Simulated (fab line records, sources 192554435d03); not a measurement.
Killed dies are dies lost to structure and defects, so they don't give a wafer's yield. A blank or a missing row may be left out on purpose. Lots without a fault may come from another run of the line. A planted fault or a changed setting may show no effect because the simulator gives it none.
A struck lot beside a sound one | flow n5_finfet | 40 steps out of a route of 1938
Sound: wafers L235.1, L235.2, L235.3. Struck: wafer L241.6. (L241.3, L241.5 of the same lot were not struck and are left out.) The cause comes at the end.
At each step with rows: each side's tool, then ch and its chambers, then its first start. Under that, the readings that differ: sound wafers | struck wafers | difference of the means | sigmas: that difference in standard deviations of wafers without a fault.
alike: readings whose means differ by less than 2 such deviations, and words and numbers that are the same on both sides. not compared: withheld readings, readings that some wafer has no value for, bounds like >300 that may hide the same value, and numbers for which the record gives no deviation and whose values overlap.
The two part at a step that has a row with sigmas, a row that says differs or no value, or rows on one side only. Numbers that don't overlap but have no deviation are shown without sigmas and don't part them. A reading that every wafer of one side lacks parts them only if that side has two wafers or more.

first, 11 steps without rows for these wafers: N5_STI_FIN_REVEAL_ALD_14 (deposits Si3N4, target thk 3 nm); N5_STI_FIN_REVEAL_FCVD_FILL_01 (material SiO2 flowable, target thk 312 nm, time 512.2 s); N5_STI_FIN_REVEAL_DENSIFY_02 (time 1800 s); N5_STI_FIN_REVEAL_CMP_04 (polishes, stops on Si3N4, t overpolish 4 s, target thk 131.83 nm); N5_STI_FIN_REVEAL_DENSIFY_30; N5_STI_FIN_REVEAL_ETCHBACK_08 (etches SiO2 in C4F6/O2, target depth 30.5 nm, time 10.167 s); N5_STI_FIN_REVEAL_STRIP_24 (strips in N2/H2, time 90 s); N5_STI_FIN_REVEAL_PRECLEAN_25 (cleans in SPM, time 90 s); N5_STI_FIN_REVEAL_PRECLEAN_26 (cleans in SC1, time 45 s); N5_STI_FIN_REVEAL_PRECLEAN_29 (cleans in DHF, time 30 s); N5_STI_FIN_REVEAL_SRD_12 (time 30 s).
N5_STI_FIN_REVEAL_RECESS_09: chemistry HF/NH3, target SiO2, afs cycles 11, target depth 42.5 nm, sublimation time 60 s.
  sound on vapor_etch-02 ch 0,1, day 3 11:25; struck on vapor_etch-02 ch 0, day 4 23:50
  alike: drypump_motor_current_A
then, 10 steps without rows for these wafers: N5_STI_FIN_REVEAL_STRIP_16 (strips SiNx in H3PO4, target depth 23.8 nm); N5_STI_FIN_REVEAL_PRECLEAN_17 (cleans in NF3:NH3, afs cycles 1, time 20 s, sublimation time 60 s); N5_STI_FIN_REVEAL_ETCH_34 (etches Si in H2, material Si, target depth 0.97 nm); N5_STI_FIN_REVEAL_OXIDATION_31 (chemistry O2 PLASMA REMOTE, time 20 s); N5_STI_FIN_REVEAL_PRECLEAN_32 (cleans in NF3:NH3, afs cycles 1, time 20 s, sublimation time 60 s); N5_STI_FIN_REVEAL_STRIP_35 (strips Si3N4 in H3PO4, target depth 4 nm, time 39 s); N5_STI_FIN_REVEAL_SRD_21 (time 30 s); N5_STI_FIN_REVEAL_OXIDATION_33 (chemistry O2 PLASMA REMOTE, time 20 s); N5_STI_FIN_REVEAL_CLEAN_19 (cleans in O3/DIW, time 120 s); N5_STI_FIN_REVEAL_SRD_23 (time 30 s).
N5_STI_FIN_REVEAL_FIN_H_MEAS_10:
  sound on ocd-02, day 3 14:10; struck on ocd-01, day 5 02:08
  reading              | sound          | struck | difference | sigmas
  trench_depth_nm (nm) | 53.6 53.2 51.5 | 46.2   | -6.6       | -8
then, 15 steps without rows for these wafers: N5_STI_FIN_REVEAL_PRECLEAN_18 (cleans in SC2, time 45 s); N5_STI_FIN_REVEAL_SRD_28 (time 30 s); N5_DUMMY_GATE_PRECLEAN_00 (cleans in O3/DIW, time 60 s); N5_DUMMY_GATE_SRD_01 (time 30 s); N5_DUMMY_GATE_ALD_02 (deposits SiO2, target thk 2 nm, pulse time 1 s); N5_DUMMY_GATE_CVD_03 (deposits a-Si from SiH4, target thk 150 nm, time 8042 s); N5_DUMMY_GATE_PRECLEAN_46 (cleans in DIW, time 89.5 s); N5_DUMMY_GATE_SRD_47 (dry time 32 s); N5_DUMMY_GATE_CMP_04 (polishes a-Si); N5_DUMMY_GATE_HM_DEP_06 (deposits SiNx from DCS/NH3, target thk 80 nm, time 5141 s); N5_DUMMY_GATE_PECVD_30 (deposits SiO2 from TEOS/O2, target thk 55 nm, time 10.8 s); N5_DUMMY_GATE_COAT_34 (time 60 s, resist thk 60 nm); N5_DUMMY_GATE_COAT_35 (time 60 s, resist thk 10 nm); N5_DUMMY_GATE_COAT_28 (time 60 s, resist thk 10 nm); N5_DUMMY_GATE_COAT_09 (resist thk 30 nm).
-- the record jumps here: 6 days lie between the struck wafers' starts before and after (it left off in module DUMMY_GATE and takes up again in module BEOL_M4, whose first step shown is number 1111 of the route) --
N5_BEOL_M4_RC_MEAS_101:
  sound on prober-02 ch 0, day 9 05:28; struck on prober-02 ch 0, day 10 14:26
  reading            | sound             | struck | difference | sigmas
  DIBL_N (mV/V)      | 38.4 35.2 37.5    | 47.5   | +10.5      | +5
  DIBL_P (mV/V)      | 39.1 35.7 37.1    | 52.4   | +15.1      | +6
  IOFF_N (nA/um)     | 0.20 0.16 0.19    | 0.79   | +0.61      | +16
  IOFF_N_85C (nA/um) | 3.8 3.2 3.7       | 11.6   | +8.0       | +13
  IOFF_P (nA/um)     | 0.26 0.21 0.22    | 2.59   | +2.36      | +55
  IOFF_P_85C (nA/um) | 4.3 3.6 3.7       | 29.7   | +25.8      | +42
  IOFF_P_LIN (nA/um) | 0.115 0.100 0.101 | 0.201  | +0.096     | +6
  ION_N (uA/um)      | 690 691 675       | 588    | -97        | -6
  ION_P (uA/um)      | 470 471 454       | 422    | -43        | -5
  REXT_N (ohm.um)    | 77.4 75.8 75.6    | 80.8   | +4.5       | +3
  SS_N (mV/dec)      | 72.4 71.2 72.3    | 86.3   | +14.3      | +21
  SS_P (mV/dec)      | 74.5 73.7 74.0    | 97.7   | +23.6      | +32
  alike: VT_N, VT_P
-- the record jumps here: 4 days lie between the struck wafers' starts before and after (it left off in module BEOL_M4 and takes up again in module PASSIVATION, whose first step shown is number 1936 of the route) --
N5_PASSIVATION_PROBE_49:
  sound on prober-01, day 13 13:20; struck on prober-01, day 14 19:25
  reading                | sound          | struck | difference | sigmas
  killed_at_M0_to_M3     | 28 45 57       | 24     | -19        | -2
  sort_bin_4_leakage (%) | 0 0 0          | 92.12  | +92.12     | +99 or more
  sort_n_pass            | 1085 1086 1072 | 0      | -1081      | -64
  sort_yield_pct (%)     | 91.9 92.0 90.8 | 0      | -92        | -65
  alike: defect_limited_yield, killed_at_M4_up, killed_at_contacts, killed_at_front_end, killed_at_other, killed_dies, killed_open, killed_short, sort_bin_5_function, sort_bin_6_memory, sort_bin_8_speed

WHERE THEY PART
First at N5_STI_FIN_REVEAL_FIN_H_MEAS_10; last, within this record, at N5_PASSIVATION_PROBE_49.

WHY: what the simulator had put in
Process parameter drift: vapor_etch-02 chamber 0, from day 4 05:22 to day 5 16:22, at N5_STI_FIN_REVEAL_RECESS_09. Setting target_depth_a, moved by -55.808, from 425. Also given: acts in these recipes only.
